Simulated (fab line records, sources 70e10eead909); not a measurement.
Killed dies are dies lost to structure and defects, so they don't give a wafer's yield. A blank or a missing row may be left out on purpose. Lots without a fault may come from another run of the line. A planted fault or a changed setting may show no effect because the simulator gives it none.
Which tool did it? | flow nand_harc | 23 lots, 69 wafers sampled, at 6 steps of a route of 1159

WHAT THE GAUGES READ, wafer by wafer
The record holds no reading of a measuring or inspecting step that can be judged against a usual standard deviation.

WHICH TOOL RAN EACH LOT (tool, then ch and the chambers of the sampled wafers, then the start)
lot  | NHARC_A_M0_CMP_23             | NHARC_A_M0_DEP_32               | NHARC_A_M1_ETCH_15                            | NHARC_A_BONDPAD_DEP_00                     | NHARC_A_BONDPAD_ETCH_34            | NHARC_A_BONDPAD_ETCH_24
L074 | cmp-01 ch 1,2,3, day 17 03:28 | pecvd-03 ch 0,1,2, day 17 04:03 | rie_diel-01 ch 0,2,3, day 17 09:05 or earlier | pecvd-01 ch 0,1,2, day 17 09:05            | rie_diel-10 ch 0,1,3, day 17 10:29 | rie_diel-10 ch 0,2,3, no start
L075 | cmp-04 ch 1,2,3, day 17 23:20 | pecvd-03 ch 1,2, day 18 00:05   | rie_diel-01 ch 1,2,3, day 18 04:52 or earlier | pecvd-01 ch 1,2, day 18 04:52              | rie_diel-10 ch 0,1,3, day 18 06:15 | rie_diel-10 ch 0,2,3, no start
L076 | cmp-03 ch 0,1,2, day 18 00:55 | pecvd-04 ch 1,2, day 18 01:29   | rie_diel-01 ch 0,3, day 18 06:35 or earlier   | pecvd-02 ch 0,1,2, day 18 06:35            | rie_diel-10 ch 2,3, day 18 07:55   | rie_diel-05 ch 0,2,3, no start
L077 | cmp-01 ch 0,1,3, day 18 01:40 | pecvd-03 ch 0,1, day 18 02:16   | rie_diel-03 ch 0,2,3, day 18 07:14 or earlier | pecvd-01 ch 1,2, day 18 07:14              | rie_diel-10 ch 1,2, day 18 08:34   | rie_diel-10 ch 1,2, no start
L078 | cmp-03 ch 0,2, day 18 07:26   | pecvd-03 ch 0,1,2, day 18 08:06 | rie_diel-01 ch 0,2,3, day 18 13:02 or earlier | pecvd-02 ch 0,2, day 18 13:02              | rie_diel-08 ch 0,1,3, day 18 14:24 | rie_diel-08 ch 0,1,3, no start
L079 | cmp-03 ch 1,2,3, day 18 11:50 | pecvd-02 ch 0,2, day 18 12:33   | rie_diel-01 ch 1,2,3, day 18 17:23 or earlier | pecvd-02 ch 1,2, day 18 17:23              | rie_diel-05 ch 0,1,2, day 18 18:55 | rie_diel-05 ch 1,2,3, no start
L080 | cmp-04 ch 1,2,3, day 18 16:47 | pecvd-04 ch 0,1, day 18 17:27   | rie_diel-01 ch 0,1,3, day 18 22:25 or earlier | pecvd-02 ch 0,2, day 18 22:25              | rie_diel-05 ch 0,1,2, day 18 23:57 | rie_diel-05 ch 1,2,3, no start
L081 | cmp-03 ch 0,1,3, day 19 00:56 | pecvd-02 ch 1,2, day 19 01:34   | rie_diel-06 ch 1,2,3, day 19 06:12 or earlier | pecvd-01 ch 0,1, day 19 06:12              | rie_diel-10 ch 1,2,3, day 19 07:40 | rie_diel-10 ch 0,1,2, no start
L083 | cmp-01 ch 0,1,3, day 20 01:35 | pecvd-02 ch 0,1, day 20 02:12   | rie_diel-01 ch 0,1,2, day 20 08:19 or earlier | pecvd-02 ch 0,1, day 20 08:19 or earlier   | rie_diel-05 ch 1,2,3, day 20 08:19 | rie_diel-05 ch 0,2,3, no start
L082 | cmp-04 ch 0,2,3, day 20 01:38 | pecvd-04 ch 0,1,2, day 20 02:18 | rie_diel-06 ch 0,2,3, day 20 07:19 or earlier | pecvd-03 ch 0,2, day 20 07:19              | rie_diel-10 ch 0,1,3, day 20 08:59 | rie_diel-05 ch 1,2,3, no start
L087 | cmp-03 ch 0,2,3, day 20 07:56 | pecvd-02 ch 0,2, day 20 08:32   | rie_diel-06 ch 1,2,3, day 20 13:16 or earlier | pecvd-01 ch 1,2, day 20 13:16              | rie_diel-10 ch 0,2,3, day 20 14:40 | rie_diel-10 ch 1,2,3, no start
L084 | cmp-03 ch 1,2,3, day 20 17:37 | pecvd-02 ch 0,1, day 20 18:18   | rie_diel-03 ch 0,3, day 20 22:58 or earlier   | pecvd-01 ch 1,2, day 20 22:58              | rie_diel-10 ch 1,2,3, day 21 00:19 | rie_diel-10 ch 2,3, no start
L086 | cmp-03 ch 0,1,3, day 20 17:52 | pecvd-02 ch 0,1, day 20 18:36   | rie_diel-01 ch 0,2,3, day 20 23:14 or earlier | pecvd-01 ch 0,1, day 20 23:14              | rie_diel-05 ch 0,2, day 21 00:47   | rie_diel-10 ch 0,1,2, no start
L085 | cmp-03 ch 0,1, day 21 08:53   | pecvd-03 ch 0,2, day 21 09:32   | rie_diel-06 ch 0,1,3, day 21 14:16 or earlier | pecvd-01 ch 0,2, day 21 14:16              | rie_diel-10 ch 0,1,2, day 21 15:48 | rie_diel-10 ch 0,1,3, no start
L090 | cmp-04 ch 0,1, day 21 23:17   | pecvd-04 ch 0,2, day 21 23:55   | rie_diel-01 ch 0,2,3, day 22 04:42 or earlier | pecvd-01 ch 0,2, day 22 04:42              | rie_diel-10 ch 1,2, day 22 06:11   | rie_diel-05 ch 1,2, day 22 06:41
L089 | cmp-03 ch 0,1,2, day 21 23:45 | pecvd-03 ch 0,1, day 22 00:21   | rie_diel-03 ch 0,1,2, day 22 05:08 or earlier | pecvd-01 ch 0,1,2, day 22 05:08            | rie_diel-08 ch 0,2,3, day 22 06:41 | rie_diel-10 ch 1,2,3, no start
L093 | cmp-04 ch 0,1,3, day 22 05:32 | pecvd-04 ch 0,1,2, day 22 06:05 | rie_diel-03 ch 2,3, day 22 12:11 or earlier   | pecvd-03 ch 0,1, day 22 12:11 or earlier   | rie_diel-08 ch 0,3, day 22 12:11   | rie_diel-10 ch 0,2,3, no start
L092 | cmp-01 ch 0,2, day 22 07:31   | pecvd-03 ch 0,1,2, day 22 08:06 | rie_diel-06 ch 1,2,3, day 22 14:49 or earlier | pecvd-03 ch 0,1,2, day 22 14:49 or earlier | rie_diel-10 ch 0,1,3, day 22 14:49 | rie_diel-10 ch 0,2,3, no start
L094 | cmp-01 ch 2,3, day 22 15:42   | pecvd-04 ch 0,1, day 22 16:19   | rie_diel-01 ch 0,2,3, day 22 22:34 or earlier | pecvd-03 ch 0,2, day 22 22:34 or earlier   | rie_diel-10 ch 0,1, day 22 22:34   | rie_diel-10 ch 0,1,2, no start
L091 | cmp-01 ch 1,3, day 23 02:35   | pecvd-03 ch 0,1,2, day 23 03:13 | rie_diel-03 ch 1,2, day 23 07:50 or earlier   | pecvd-01 ch 1,2, day 23 07:50              | rie_diel-05 ch 1,3, day 23 09:22   | rie_diel-08 ch 0,1,3, no start
L096 | cmp-01 ch 1,2,3, day 23 03:19 | pecvd-03 ch 1,2, day 23 03:58   | rie_diel-01 ch 0,1,2, day 23 09:10 or earlier | pecvd-01 ch 0,2, day 23 09:10              | rie_diel-08 ch 1,2,3, day 23 10:34 | rie_diel-08 ch 0,1,2, no start
L097 | cmp-04 ch 0,2,3, day 23 05:34 | pecvd-02 ch 1,2, day 23 06:14   | rie_diel-01 ch 0,2,3, day 23 12:25 or earlier | pecvd-03 ch 0,1, day 23 12:25 or earlier   | rie_diel-10 ch 0,1,2, day 23 12:25 | rie_diel-10 ch 1,2,3, no start
L095 | cmp-04 ch 0,1,2, day 23 08:34 | pecvd-03 ch 1,2, day 23 09:40   | rie_diel-03 ch 0,2,3, day 23 15:39 or earlier | pecvd-02 ch 1,2, day 23 15:39 or earlier   | rie_diel-10 ch 0,3, day 23 15:39   | rie_diel-05 ch 1,2, no start
- NHARC_A_M0_CMP_23: polishes, t overpolish 20 s, target thk 113.75 nm.
- NHARC_A_M0_DEP_32: deposits SiCN, target thk 30 nm.
- NHARC_A_M1_ETCH_15: etches the open film in C4F8/Ar, target depth 182.5 nm, time 91.2 s.
- NHARC_A_BONDPAD_DEP_00: deposits SiCN, target thk 250 nm.
- NHARC_A_BONDPAD_ETCH_34: etches the open film in N2/H2, target depth 60 nm, overetch 18 nm, time 65.91 s.
- NHARC_A_BONDPAD_ETCH_24: etches the open film in CF4/N2, target depth 30 nm, time 72.99 s.

WHAT THE TOOLS THEMSELVES READ (means of the sampled wafers that have a number; where no wafer has one, the mark that the record gives instead)
NHARC_A_M0_CMP_23.
lot  | tool   | motor_current_A (A) | time_to_endpoint_s (s)
L074 | cmp-01 | 13.2                | 30.8
L075 | cmp-04 | 13.4                | 27.9
L076 | cmp-03 | 13.4                | 28.3
L077 | cmp-01 | 12.8                | 34.7
L078 | cmp-03 | 12.9                | 26.9
L079 | cmp-03 | 12.2                | 28.7
L080 | cmp-04 | 13.2                | 31.7
L081 | cmp-03 | 12.7                | 27.5
L083 | cmp-01 | 12.9                | 31.2
L082 | cmp-04 | 13.2                | 25.0
L087 | cmp-03 | 12.4                | 28.3
L084 | cmp-03 | 12.8                | 28.0
L086 | cmp-03 | 12.9                | 24.7
L085 | cmp-03 | 13.8                | 28.7
L090 | cmp-04 | 12.2                | 28.5
L089 | cmp-03 | 13.5                | 28.9
L093 | cmp-04 | 12.7                | 27.6
L092 | cmp-01 | 12.2                | 29.1
L094 | cmp-01 | 12.8                | 28.5
L091 | cmp-01 | 13.4                | 32.4
L096 | cmp-01 | 13.0                | 28.6
L097 | cmp-04 | 13.1                | 25.7
L095 | cmp-04 | 12.8                | 31.9

NHARC_A_M0_DEP_32.
lot  | tool     | chamber_pressure_Torr (Torr) | heater_power_w (W) | rf_fwd_power_W (W)
L074 | pecvd-03 | 2.996                        | 574                | 448.2
L075 | pecvd-03 | 3.003                        | 580                | 447.6
L076 | pecvd-04 | 3.000                        | 522                | 447.5
L077 | pecvd-03 | 2.999                        | 658                | 449.4
L078 | pecvd-03 | 2.995                        | 573                | 449.2
L079 | pecvd-02 | 2.997                        | 503                | 449.5
L080 | pecvd-04 | 3.004                        | 532                | 448.1
L081 | pecvd-02 | 3.004                        | 537                | 449.9
L083 | pecvd-02 | 2.999                        | 522                | 449.2
L082 | pecvd-04 | 2.998                        | 546                | 449.6
L087 | pecvd-02 | 2.994                        | 530                | 448.3
L084 | pecvd-02 | 2.999                        | 528                | 450.4
L086 | pecvd-02 | 3.011                        | 596                | 448.4
L085 | pecvd-03 | 2.996                        | 481                | 448.2
L090 | pecvd-04 | 2.996                        | 602                | 449.6
L089 | pecvd-03 | 2.999                        | 629                | 449.9
L093 | pecvd-04 | 3.002                        | 556                | 449.1
L092 | pecvd-03 | 3.001                        | 548                | 449.8
L094 | pecvd-04 | 2.998                        | 499                | 450.4
L091 | pecvd-03 | 3.000                        | 509                | 449.5
L096 | pecvd-03 | 2.987                        | 584                | 449.9
L097 | pecvd-02 | 2.993                        | 579                | 449.8
L095 | pecvd-03 | 2.996                        | 556                | 449.4

NHARC_A_M1_ETCH_15.
lot  | tool        | oes_product_au (a.u.) | rf_fwd_power_W (W) | rf_vpp_V (V)
L074 | rie_diel-01 | 0.972                 | 595.7              | 439.3
L075 | rie_diel-01 | 0.965                 | 596.8              | 440.4
L076 | rie_diel-01 | 0.926                 | 596.5              | 438.4
L077 | rie_diel-03 | 0.975                 | 597.0              | 441.0
L078 | rie_diel-01 | 0.967                 | 595.7              | 438.6
L079 | rie_diel-01 | 0.925                 | 595.7              | 440.5
L080 | rie_diel-01 | 0.975                 | 594.9              | 440.0
L081 | rie_diel-06 | 0.963                 | 596.0              | 438.8
L083 | rie_diel-01 | 0.914                 | 595.1              | 438.8
L082 | rie_diel-06 | 0.968                 | 595.0              | 439.5
L087 | rie_diel-06 | 0.976                 | 596.1              | 438.6
L084 | rie_diel-03 | 0.938                 | 595.4              | 440.3
L086 | rie_diel-01 | 0.932                 | 596.2              | 439.2
L085 | rie_diel-06 | 0.962                 | 596.7              | 439.3
L090 | rie_diel-01 | 0.968                 | 597.1              | 438.3
L089 | rie_diel-03 | 0.930                 | 594.5              | 440.9
L093 | rie_diel-03 | 0.934                 | 597.7              | 441.2
L092 | rie_diel-06 | 0.966                 | 594.9              | 439.0
L094 | rie_diel-01 | 0.970                 | 596.1              | 438.7
L091 | rie_diel-03 | 0.927                 | 595.7              | 442.0
L096 | rie_diel-01 | 0.954                 | 595.9              | 439.3
L097 | rie_diel-01 | 0.970                 | 595.0              | 439.2
L095 | rie_diel-03 | 0.922                 | 597.3              | 440.5

NHARC_A_BONDPAD_DEP_00.
lot  | tool     | chamber_pressure_Torr (Torr) | heater_power_w (W) | rf_fwd_power_W (W)
L074 | pecvd-01 | 3.000                        | 583                | 450.0
L075 | pecvd-01 | 3.005                        | 558                | 448.8
L076 | pecvd-02 | 3.003                        | 551                | 449.3
L077 | pecvd-01 | 2.996                        | 650                | 446.7
L078 | pecvd-02 | 2.999                        | 502                | 449.6
L079 | pecvd-02 | 3.004                        | 538                | 447.9
L080 | pecvd-02 | 2.997                        | 525                | 448.2
L081 | pecvd-01 | 2.994                        | 649                | 448.8
L083 | pecvd-02 | 3.001                        | 590                | 449.7
L082 | pecvd-03 | 3.001                        | 494                | 447.3
L087 | pecvd-01 | 2.996                        | 592                | 449.4
L084 | pecvd-01 | 3.000                        | 592                | 448.9
L086 | pecvd-01 | 2.995                        | 591                | 448.4
L085 | pecvd-01 | 2.996                        | 612                | 449.4
L090 | pecvd-01 | 2.998                        | 542                | 451.9
L089 | pecvd-01 | 3.003                        | 587                | 447.9
L093 | pecvd-03 | 2.993                        | 639                | 448.0
L092 | pecvd-03 | 2.999                        | 561                | 449.0
L094 | pecvd-03 | 3.009                        | 553                | 450.4
L091 | pecvd-01 | 2.999                        | 608                | 448.0
L096 | pecvd-01 | 3.004                        | 567                | 449.6
L097 | pecvd-03 | 3.003                        | 656                | 448.1
L095 | pecvd-02 | 3.002                        | 588                | 448.8

NHARC_A_BONDPAD_ETCH_34.
lot  | tool        | drypump_motor_current_A (A) | oes_product_au (a.u.) | rf_fwd_power_W (W) | rf_vpp_V (V) | showerhead_plenum_p_Torr (Torr) | throttle_valve_pct (%)
L074 | rie_diel-10 | 5.9                         | 0.989                 | 395.7              | 430.5        | 2.06                            | 14.180
L075 | rie_diel-10 | 5.9                         | 0.995                 | 398.3              | 431.7        | 2.06                            | 14.171
L076 | rie_diel-10 | 6.3                         | 0.999                 | 395.4              | 429.8        | 2.01                            | 14.172
L077 | rie_diel-10 | 6.4                         | 0.996                 | 396.2              | 429.9        | 2.03                            | 14.184
L078 | rie_diel-08 | 5.8                         | 0.999                 | 394.6              | 429.0        | 1.98                            | 14.167
L079 | rie_diel-05 | 5.9                         | 1.012                 | 394.1              | 432.3        | 2.13                            | 14.167
L080 | rie_diel-05 | 5.9                         | 1.009                 | 395.6              | 433.3        | 2.13                            | 14.171
L081 | rie_diel-10 | 6.2                         | 0.992                 | 397.3              | 430.4        | 2.04                            | 14.166
L083 | rie_diel-05 | 5.8                         | 1.005                 | 396.6              | 433.1        | 2.13                            | 14.169
L082 | rie_diel-10 | 5.9                         | 0.995                 | 397.6              | 430.8        | 2.06                            | 14.174
L087 | rie_diel-10 | 6.0                         | 1.006                 | 396.2              | 430.6        | 2.03                            | 14.176
L084 | rie_diel-10 | 6.2                         | 0.996                 | 395.7              | 430.9        | 2.04                            | 14.162
L086 | rie_diel-05 | 6.3                         | 1.000                 | 396.2              | 432.4        | 2.11                            | 14.181
L085 | rie_diel-10 | 6.1                         | 0.991                 | 396.3              | 430.2        | 2.05                            | 14.165
L090 | rie_diel-10 | 6.3                         | 0.998                 | 394.9              | 431.1        | 2.06                            | 14.167
L089 | rie_diel-08 | 5.7                         | 1.010                 | 396.4              | 432.4        | 2.07                            | 14.172
L093 | rie_diel-08 | 6.0                         | 0.983                 | 397.1              | 429.9        | 2.04                            | 14.175
L092 | rie_diel-10 | 5.9                         | 0.991                 | 396.8              | 430.3        | 2.06                            | 14.166
L094 | rie_diel-10 | 6.0                         | 1.002                 | 396.1              | 431.0        | 2.08                            | 14.165
L091 | rie_diel-05 | 5.7                         | 1.008                 | 395.4              | 433.9        | 2.15                            | 14.166
L096 | rie_diel-08 | 5.4                         | 1.007                 | 395.4              | 432.5        | 2.10                            | 14.167
L097 | rie_diel-10 | 6.1                         | 1.005                 | 397.0              | 430.9        | 2.05                            | 14.170
L095 | rie_diel-10 | 5.7                         | 1.002                 | 396.7              | 430.7        | 2.05                            | 14.165

NHARC_A_BONDPAD_ETCH_24.
lot  | tool        | drypump_motor_current_A (A) | oes_product_au (a.u.) | rf_fwd_power_W (W) | rf_vpp_V (V) | showerhead_plenum_p_Torr (Torr) | throttle_valve_pct (%)
L074 | rie_diel-10 | 6.0                         | 0.992                 | 297.4              | 314.7        | 2.62                            | 19.799
L075 | rie_diel-10 | 6.0                         | 0.988                 | 297.9              | 313.3        | 2.62                            | 19.792
L076 | rie_diel-05 | 6.2                         | 0.998                 | 297.0              | 315.3        | 2.73                            | 19.789
L077 | rie_diel-10 | 6.4                         | 0.988                 | 297.2              | 313.9        | 2.62                            | 19.793
L078 | rie_diel-08 | 5.8                         | 0.997                 | 296.9              | 313.3        | 2.56                            | 19.789
L079 | rie_diel-05 | 5.8                         | 1.004                 | 296.8              | 315.5        | 2.74                            | 19.787
L080 | rie_diel-05 | 5.8                         | 1.010                 | 296.7              | 316.0        | 2.74                            | 19.792
L081 | rie_diel-10 | 6.1                         | 0.991                 | 296.7              | 314.9        | 2.64                            | 19.794
L083 | rie_diel-05 | 6.1                         | 1.006                 | 296.8              | 316.3        | 2.73                            | 19.796
L082 | rie_diel-05 | 5.8                         | 1.009                 | 297.0              | 316.3        | 2.74                            | 19.790
L087 | rie_diel-10 | 6.2                         | 0.999                 | 297.5              | 314.5        | 2.63                            | 19.795
L084 | rie_diel-10 | 6.1                         | 0.993                 | 297.5              | 314.3        | 2.61                            | 19.796
L086 | rie_diel-10 | 6.1                         | 0.999                 | 297.5              | 313.7        | 2.64                            | 19.790
L085 | rie_diel-10 | 5.9                         | 0.999                 | 298.4              | 314.5        | 2.65                            | 19.786
L090 | rie_diel-05 | 5.9                         | 1.006                 | 297.0              | 315.0        | 2.71                            | 19.791
L089 | rie_diel-10 | 6.2                         | 0.995                 | 297.0              | 314.4        | 2.63                            | 19.791
L093 | rie_diel-10 | 6.0                         | 1.000                 | 297.4              | 314.2        | 2.61                            | 19.798
L092 | rie_diel-10 | 6.0                         | 0.995                 | 297.6              | 313.8        | 2.61                            | 19.793
L094 | rie_diel-10 | 6.1                         | 0.996                 | 298.0              | 314.7        | 2.63                            | 19.798
L091 | rie_diel-08 | 5.8                         | 0.992                 | 297.4              | 314.2        | 2.67                            | 19.791
L096 | rie_diel-08 | 5.7                         | 0.995                 | 296.9              | 317.0        | 2.76                            | 19.797
L097 | rie_diel-10 | 6.2                         | 1.000                 | 296.4              | 314.3        | 2.63                            | 19.798
L095 | rie_diel-05 | 5.6                         | 1.011                 | 298.2              | 315.8        | 2.73                            | 19.799

THE ANSWER, worked out from the rows above alone
Rule: what is usual is taken from the lots themselves. Put in order of their means at a reading, lots are off if they are a third of the lots or fewer, leave a main group of 4 or more, and stand apart from it by a gap of 3 or more times the standard deviation of the main group's means; of several such gaps the widest counts. A main group whose means are all the same, to the digits that the tables above print for the reading, isn't used. A lot without any number at a reading at which 4 lots or more have one is off too. The other lots that the step has rows for count as sound. The gauges are gone through in route order, then the tools' own readings, and for those a lot's mean is taken as printed above. The first step at which some lot is off is used, and at that step the reading that is off furthest; a lot without a number counts as furthest.
No lot is off at any reading shown: from this, nothing can be told.

WHAT THE SIMULATOR HAD PUT IN
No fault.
